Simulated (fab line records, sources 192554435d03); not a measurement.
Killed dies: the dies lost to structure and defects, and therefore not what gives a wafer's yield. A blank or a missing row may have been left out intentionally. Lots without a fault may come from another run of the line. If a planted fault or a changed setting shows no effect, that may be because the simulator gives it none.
Split-lot study | flow n5-finfet | route with 1938 steps; 7 lots, 21 wafers read

== THE SPLIT ITSELF ==
At N5_MOL_CONTACT_COAG_PECVD_31 (deposits SiO2 from TEOS/O2, target thk 46 nm, time 8.9 s), the setting temp-c was moved away from the recipe's 400 C on 5 of the 21 wafers read, by -2.7% to +4.2%. All remaining wafers had this setting at the recipe value.

== FROM THE SPLIT TO THE READING: what the file shows between them, 6 steps ==
- N5_MOL_CONTACT_COAG_COAT_75: time 60 s, resist thk 60 nm
- N5_MOL_CONTACT_COAG_COAT_76: time 60 s, resist thk 10 nm
- N5_MOL_CONTACT_COAG_ETCHBACK_135: etches SiO2 in CHF3, target depth 25 nm, time 16.7 s
- N5_MOL_CONTACT_COAG_STRIP_118: strips in CHF3
- N5_MOL_CONTACT_COAG_VIA_ETCH_46: etches SiO2 in C4F6/O2, target depth 46 nm, overetch 9.2 nm, time 40 s
- N5_MOL_CONTACT_COAG_STRIP_96: strips in N2/H2

== THE READING ==
SiO2_of_MOL_CONTACT_COAG_PECVD_31.thk-nm (the simulator's own value, which no gauge read), in nm, at N5_MOL_CONTACT_COAG_ETCH_47 (etches SiNx in CH3F/O2, stops on W, target depth 27 nm). No usual value for it is given in the file. Across the 16 wafers here that went through the recipe, the average is 44.4 nm and the standard deviation 0.49 nm.

wafer  | tool, chamber at the split | temp-c as run, C | against the recipe | SiO2_of_MOL_CONTACT_COAG_PECVD_31.thk-nm, nm | against lot-mates on the recipe
L075.2 | pecvd-02, 1                | 400              | recipe             | 44                                           | -
L075.3 | pecvd-02, 0                | 391.2            | -2.2%              | 46.4                                         | +1.9
L075.4 | pecvd-02, 2                | 400              | recipe             | 45                                           | -
L077.3 | pecvd-04, 1                | 400              | recipe             | 44.2                                         | -
L077.4 | pecvd-04, 1                | 400              | recipe             | 44.4                                         | -
L077.6 | pecvd-04, 0                | 400              | recipe             | 44.6                                         | -
L080.3 | pecvd-02, 2                | 400              | recipe             | 44.2                                         | -
L080.4 | pecvd-02, 1                | 400              | recipe             | 44.4                                         | -
L080.6 | pecvd-02, 0                | 400              | recipe             | 44.8                                         | -
L084.1 | pecvd-01, 2                | 417              | +4.2%              | 38.8                                         | -5.4
L084.3 | pecvd-01, 0                | 400              | recipe             | 44.2                                         | -
L084.5 | pecvd-01, 2                | 417              | +4.2%              | 39.6                                         | -4.6
L092.1 | pecvd-02, 1                | 400              | recipe             | 43.8                                         | -
L092.3 | pecvd-02, 0                | 400              | recipe             | 44                                           | -
L092.6 | pecvd-02, 2                | 400              | recipe             | 44.6                                         | -
L095.1 | pecvd-02, 2                | 400              | recipe             | 44.2                                         | -
L095.3 | pecvd-02, 0                | 400              | recipe             | 43.8                                         | -
L095.6 | pecvd-02, 0                | 400              | recipe             | 45.4                                         | -
L096.2 | pecvd-04, 2                | 389.2            | -2.7%              | 47                                           | +1.6
L096.3 | pecvd-04, 1                | 389.2            | -2.7%              | 47.2                                         | +1.8
L096.4 | pecvd-04, 2                | 400              | recipe             | 45.4                                         | -

FIT RESULTS
A straight line over all 21 wafers: SiO2_of_MOL_CONTACT_COAG_PECVD_31.thk-nm changes by -1.14 nm for each +1% of temp-c; r = -0.97; the points scatter about the line by 0.5 nm.
The same after taking each lot's own level away (the mean of its wafers on the recipe; 21 wafers): -1 nm for each +1%; r = -0.96; scatter 0.53 nm.
On that fit, the largest move of temp-c shifts the reading by 4.3 nm.
The span of the lots' own levels, 44.13 to 45.40 nm, comes to 2.6 times the standard deviation stated above.
Thus the slope moves with the lot-to-lot level: the two fits are different.
Check: for one of the wafers moved furthest among these (+4.2%), held out of the fit, the line's prediction against its lot-mates is -3.89 nm. It came out at -5.4 nm against them.

== THE OTHER SPLITS THESE WAFERS WENT THROUGH ==
Other splits were also applied to these wafers ahead of the reading. Each is held against what the fit with the lots' levels taken away leaves over:
other split on the same wafers    | wafers away from the commonest value | r with SiO2_of_MOL_CONTACT_COAG_PECVD_31.thk-nm (lot level and that fit taken away)
N5_SDB_COAT_03 spin-rpm           | 10                                   | -0.27
N5_HKMG_FIN_COAT_43 spin-rpm      | 7                                    | +0.04
N5_HKMG_FIN_PEB_47 peb-time-s     | 7                                    | -0.12
N5_GATE_CUT_ETCH_58 bias-w        | 5                                    | -0.02
N5_GATE_CUT_COAT_27 spin-rpm      | 6                                    | +0.06
N5_GATE_CUT_ETCH_36 cf4-flow-sccm | 7                                    | +0.13

== THE WHOLE CHAIN: every reading that the file lists as answering this split, in the file's order ==
step                            | what it does                                                           | reading                                                                                   | change (the file's fit)               | r (the file's)
N5_MOL_CONTACT_COAG_PECVD_31    | deposits SiO2 from TEOS/O2, target thk 46 nm, time 8.9 s               | SiO2_of_MOL_CONTACT_COAG_PECVD_31.thk-nm (the simulator's own value, which no gauge read) | -1.02 nm for each +1% of the setting  | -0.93
N5_MOL_CONTACT_COAG_VIA_ETCH_46 | etches SiO2 in C4F6/O2, target depth 46 nm, overetch 9.2 nm, time 40 s | etch.depth-nm (the simulator's own value, which no gauge read)                            | -0.993 nm for each +1% of the setting | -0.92
N5_MOL_CONTACT_COAG_ETCH_47     | etches SiNx in CH3F/O2, stops on W, target depth 27 nm                 | SiO2_of_MOL_CONTACT_COAG_PECVD_31.thk-nm (the simulator's own value, which no gauge read) | -0.994 nm for each +1% of the setting | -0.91

== THE FILE'S OWN FIT ==
SiO2_of_MOL_CONTACT_COAG_PECVD_31.thk-nm changes by -0.994 nm for each +1% of temp-c, r = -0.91.
